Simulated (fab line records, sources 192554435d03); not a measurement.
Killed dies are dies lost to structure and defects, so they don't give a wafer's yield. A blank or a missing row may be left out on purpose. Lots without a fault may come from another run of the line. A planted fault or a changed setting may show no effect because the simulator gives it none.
Chamber matching | flow n5_finfet | N5_FIN_CUT_DESCUM_13 on rie_diel-06: 4 sister chambers
The step chemistry O2, time 7 s. 4 wafers are shown with their chamber, then 8 later ones without.

WAFERS WITH THEIR CHAMBER
wafer  | chamber | showerhead_plenum_p_Torr (Torr)
L082.1 | 0       | 2.18
L083.2 | 3       | 2.22
L083.3 | 1       | 2.05
L087.1 | 2       | 2.12

WAFERS WITHOUT THEIR CHAMBER
wafer  | showerhead_plenum_p_Torr (Torr)
L087.2 | 2.18
L087.5 | 2.18
L089.2 | 2.18
L089.3 | 2.21
L089.5 | 2.18
L095.1 | 2.11
L095.4 | 2.21
L095.6 | 2.21

WHICH CHAMBER EACH WENT THROUGH
wafer  | from the rows above | in truth
L087.2 | 0                   | 0
L087.5 | 0                   | 0
L089.2 | 0                   | 0
L089.3 | 3                   | 3
L089.5 | 0                   | 0
L095.1 | 2                   | 2
L095.4 | 3                   | 3
L095.6 | 3                   | 3
Placed correctly: 8 of 8. Can't be placed from these rows: 0. Placed wrongly: 0.
How it was worked out, from the rows above alone: a wafer's distance from a chamber is the root of the sum, over the readings, of the square of ((its reading less the chamber's mean) divided by the reading's scatter). The wafer belongs to the nearest chamber; if the next one is less than 2 further off, it can't be placed. A chamber's mean is the mean of its shown wafers. The scatter: with one shown wafer a chamber, the root of the mean of the squares of how far each hidden wafer lies from its nearest shown one.
